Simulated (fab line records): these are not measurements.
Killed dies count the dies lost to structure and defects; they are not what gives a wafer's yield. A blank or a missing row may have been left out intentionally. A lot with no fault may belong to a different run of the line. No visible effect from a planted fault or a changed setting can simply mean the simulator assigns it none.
2 desks, one fault | flow n5 finfet | each desk has only its own numbers; what lay behind them comes last

== FROM THE METROLOGY DESK ==
What the gauges read for every lot (on any tool): the sampled wafers with a number, averaged. Any lot whose mean is over 4 standard deviations away from the usual mean is out of limits and marked OUT; that distance is given in the brackets. Of its 13 readings 7 are shown: the one that was out of limits first, and those that lie furthest out on some lot.
Columns: A = trench depth nm at N5_BEOL_M2_OCD_MEAS_38, usual 55.6 nm; B = M2_RS at N5_BEOL_M2_RS_MEAS_58, usual 0.68 ohm/sq; C = IOFF_N at N5_BEOL_M4_RC_MEAS_101, usual 0.156 nA/um; D = IOFF_P at N5_BEOL_M4_RC_MEAS_101, usual 0.21 nA/um; E = ION_P at N5_BEOL_M4_RC_MEAS_101, usual 463 uA/um; F = SS_P at N5_BEOL_M4_RC_MEAS_101, usual 73.3 mV/dec; G = VT_P at N5_BEOL_M4_RC_MEAS_101, usual -250 mV
lot  | first seen here | A               | B    | C     | D    | E   | F    | G
L904 | day 7 14:59     | 55.9            | 0.66 | 0.154 | 0.23 | 466 | 73.0 | -247
L906 | day 7 23:06     | 55.0            | 0.69 | 0.173 | 0.23 | 461 | 74.4 | -251
L909 | day 8 22:55     | 55.1            | 0.68 | 0.165 | 0.19 | 465 | 73.7 | -253
L910 | day 9 08:22     | 55.2            | 0.67 | 0.137 | 0.21 | 463 | 73.1 | -248
L912 | day 9 15:58     | 62.2 (+6.6) OUT | 0.56 | 0.164 | 0.25 | 474 | 73.0 | -245
L913 | day 9 20:28     | 61.1 (+5.5) OUT | 0.61 | 0.153 | 0.27 | 482 | 73.9 | -242
L915 | day 10 11:22    | 63.3 (+7.7) OUT | 0.54 | 0.170 | 0.19 | 460 | 73.9 | -253
L920 | day 11 07:51    | 55.7            | 0.67 | 0.196 | 0.23 | 463 | 74.0 | -251
L923 | day 12 10:59    | 56.0            | 0.67 | 0.172 | 0.22 | 465 | 73.2 | -251
Finding of this desk: L912, L913, L915 out of limits; the first was L912 at day 9 19:02, on trench depth nm at N5_BEOL_M2_OCD_MEAS_38. L904, L906, L909, L910, L920, L923 stayed within limits.

== TOOL OWNER'S DESK, rie diel-01 ==
The tool's own readings at N5_BEOL_M2_TRENCH_ETCH_37 (etches SiOC in C4F6/O2, target depth 55.555 nm, time 29.2 s): means of the sampled wafers that have a number, for each lot that ran on this tool. Any lot whose mean is over 4 standard deviations away from the usual mean is out of limits and marked OUT; that distance is given in the brackets.
Columns: A = drypump motor current A at N5_BEOL_M2_TRENCH_ETCH_37, usual 5.8 A; B = oes product au at N5_BEOL_M2_TRENCH_ETCH_37, usual 0.85 a.u.; C = rf vpp V at N5_BEOL_M2_TRENCH_ETCH_37, usual 661 V; D = run length s at N5_BEOL_M2_TRENCH_ETCH_37, usual 52.6 s; E = showerhead plenum p Torr at N5_BEOL_M2_TRENCH_ETCH_37, usual 2.88 Torr; F = throttle valve pct at N5_BEOL_M2_TRENCH_ETCH_37, usual 20.85 %
lot  | first seen here | A   | B    | C   | D               | E    | F
L904 | day 7 17:12     | 6.1 | 0.76 | 656 | 52.3            | 2.87 | 20.90
L906 | day 8 03:59     | 5.4 | 0.70 | 655 | 52.5            | 2.82 | 21.03
L909 | day 9 01:01     | 6.1 | 0.83 | 655 | 52.7            | 2.87 | 20.76
L912 | day 9 18:53     | 6.3 | 0.85 | 656 | 55.5 (+8.4) OUT | 2.88 | 20.77
L913 | day 9 22:35     | 5.8 | 0.73 | 663 | 55.9 (+9.8) OUT | 2.83 | 20.86
L915 | day 10 13:01    | 6.1 | 0.91 | 655 | 56.0 (+9.9) OUT | 2.86 | 20.65
Finding of this desk: L912, L913, L915 out of limits; the first was L912 at day 9 18:53, on run length s at N5_BEOL_M2_TRENCH_ETCH_37. L904, L906, L909 stayed within limits.

== ALL TOGETHER ==
The tool owner's desk had the chance to raise an alarm at day 9 18:53 on L912, L913, L915.
An alarm was possible from the metrology desk at day 9 19:02, on L912, L913, L915.
On rie diel-01, each named lot ran N5_BEOL_M2_TRENCH_ETCH_37.

== WHAT THE SIMULATOR HAD PUT IN ==
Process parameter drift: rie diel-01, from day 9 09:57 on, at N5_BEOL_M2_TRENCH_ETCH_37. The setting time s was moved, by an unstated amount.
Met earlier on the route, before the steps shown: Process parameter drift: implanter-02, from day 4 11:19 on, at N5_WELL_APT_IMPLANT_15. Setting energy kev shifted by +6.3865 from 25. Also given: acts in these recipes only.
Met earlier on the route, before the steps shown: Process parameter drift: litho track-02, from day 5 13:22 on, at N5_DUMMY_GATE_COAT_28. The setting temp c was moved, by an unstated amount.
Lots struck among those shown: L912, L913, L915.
Fault start to first reading out of limits, in hours, per desk: tool owner, 9; metrology, 9.
